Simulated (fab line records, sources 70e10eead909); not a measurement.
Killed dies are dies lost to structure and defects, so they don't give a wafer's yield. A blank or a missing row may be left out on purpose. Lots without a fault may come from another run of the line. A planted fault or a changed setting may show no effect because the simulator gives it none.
Chamber matching | flow nand_harc | NHARC_A_CHANNEL_HOLE_D1_DEP_01 on pecvd-03: 3 sister chambers
The step deposits SiON, target thk 140 nm. 6 wafers are shown with their chamber, then 11 later ones without.

WAFERS WITH THEIR CHAMBER
wafer  | chamber | heater_power_w (W) | susceptor_temp_C (C)
L083.3 | 2       | 660                | 399.64
L085.2 | 0       | 715                | 400.16
L085.3 | 2       | 787                | 400.25
L089.3 | 0       | 675                | 400.29
L089.4 | 1       | 932                | 399.83
L091.3 | 1       | 914                | 400.37

WAFERS WITHOUT THEIR CHAMBER
wafer  | heater_power_w (W) | susceptor_temp_C (C)
L091.4 | 632                | 399.92
L091.5 | 899                | 400.30
L093.1 | 775                | 400.26
L093.5 | 967                | 399.78
L093.6 | 765                | 400.21
L095.1 | 691                | 400.04
L095.4 | 685                | 399.89
L095.5 | 643                | 400.16
L097.1 | 937                | 400.18
L097.3 | 656                | 400.41
L097.5 | 695                | 400.12

WHICH CHAMBER EACH WENT THROUGH
wafer  | from the rows above          | in truth
L091.4 | can't be placed: 0 or 2      | 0
L091.5 | 1                            | 1
L093.1 | can't be placed: 2 or 0 or 1 | 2
L093.5 | 1                            | 1
L093.6 | can't be placed: 2 or 0 or 1 | 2
L095.1 | can't be placed: 0 or 2      | 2
L095.4 | can't be placed: 2 or 0      | 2
L095.5 | can't be placed: 0 or 2      | 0
L097.1 | 1                            | 1
L097.3 | can't be placed: 0 or 2      | 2
L097.5 | can't be placed: 0 or 2      | 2
Placed correctly: 3 of 11. Can't be placed from these rows: 8 (the true chamber is among the candidates in 8). Placed wrongly: 0.
How it was worked out, from the rows above alone: a wafer's distance from a chamber is the root of the sum, over the readings, of the square of ((its reading less the chamber's mean) divided by the reading's scatter). The wafer belongs to the nearest chamber; if the next one is less than 2 further off, it can't be placed. A chamber's mean is the mean of its shown wafers. The scatter: the root of (the sum of the squares of (reading less its chamber's mean) over the shown wafers, divided by (wafers less chambers)).
